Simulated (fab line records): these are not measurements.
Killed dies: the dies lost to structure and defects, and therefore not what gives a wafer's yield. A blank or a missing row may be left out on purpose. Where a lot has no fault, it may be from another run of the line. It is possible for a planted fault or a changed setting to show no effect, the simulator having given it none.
Chamber matching	flow n5_finfet	rie_diel-04 running N5_HKMG_FIN_STRIP_93: 4 sister chambers
The step strips SOC in N2/H2, time 20 s. 14 wafers are shown with their chamber, then 7 later ones without.

## EACH WAFER AND ITS CHAMBER
wafer	chamber	showerhead_plenum_p_Torr (Torr)	throttle_valve_pct (%)	oes_product_au (a.u.)
L075.2	3	3.29	18.3	0.96
L075.4	2	3.20	19.2	0.74
L075.5	0	3.29	19.0	0.68
L076.3	1	3.43	18.8	0.95
L076.4	3	3.29	18.3	0.96
L076.6	1	3.43	18.8	0.95
L080.2	1	3.42	18.8	0.93
L080.3	3	3.28	18.3	0.93
L080.4	0	3.29	18.5	0.99
L081.2	1	3.42	18.8	0.92
L081.3	3	3.28	18.3	0.93
L081.5	2	3.19	19.2	0.71
L083.1	1	3.42	18.8	0.91
L083.2	3	3.28	18.3	0.92

SIGNATURES (averages over the wafers above)
reading	chamber 0	chamber 1	chamber 2	chamber 3	scatter within a chamber
showerhead_plenum_p_Torr	3.2900	3.4240	3.1950	3.2840	0.00539
throttle_valve_pct	18.750	18.800	19.200	18.300	0.112
oes_product_au	0.8350	0.9320	0.7250	0.9400	0.0715
Rule: distance of a wafer from a chamber = root of the sum over the readings of ((wafer's reading minus chamber's mean) / reading's scatter) squared. If the next closest chamber is less than 2 further off than the closest, the wafer can't be placed; otherwise it belongs to the closest. The scatter: take each reading less its chamber's mean, square it, sum over the shown wafers, divide by the number of wafers less the number of chambers, and take the root.

## WAFERS WHOSE CHAMBER IS MISSING
wafer	showerhead_plenum_p_Torr (Torr)	throttle_valve_pct (%)	oes_product_au (a.u.)
L083.4	3.29	18.6	0.95
L094.3	3.19	19.2	0.71
L094.4	3.41	18.8	0.89
L094.5	3.19	19.2	0.71
L097.1	3.41	18.8	0.89
L097.3	3.18	19.2	0.70
L097.6	3.27	18.3	0.89

## WHICH CHAMBER EACH ONE RAN IN
wafer	from the rows above	in truth
L083.4	can't be placed: 0 or 3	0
L094.3	2	2
L094.4	1	1
L094.5	2	2
L097.1	1	1
L097.3	2	2
L097.6	3	3
Placed correctly: 6 of 7. Can't be placed from these rows: 1 (the true chamber is among the candidates in 1). 0 placed wrongly.
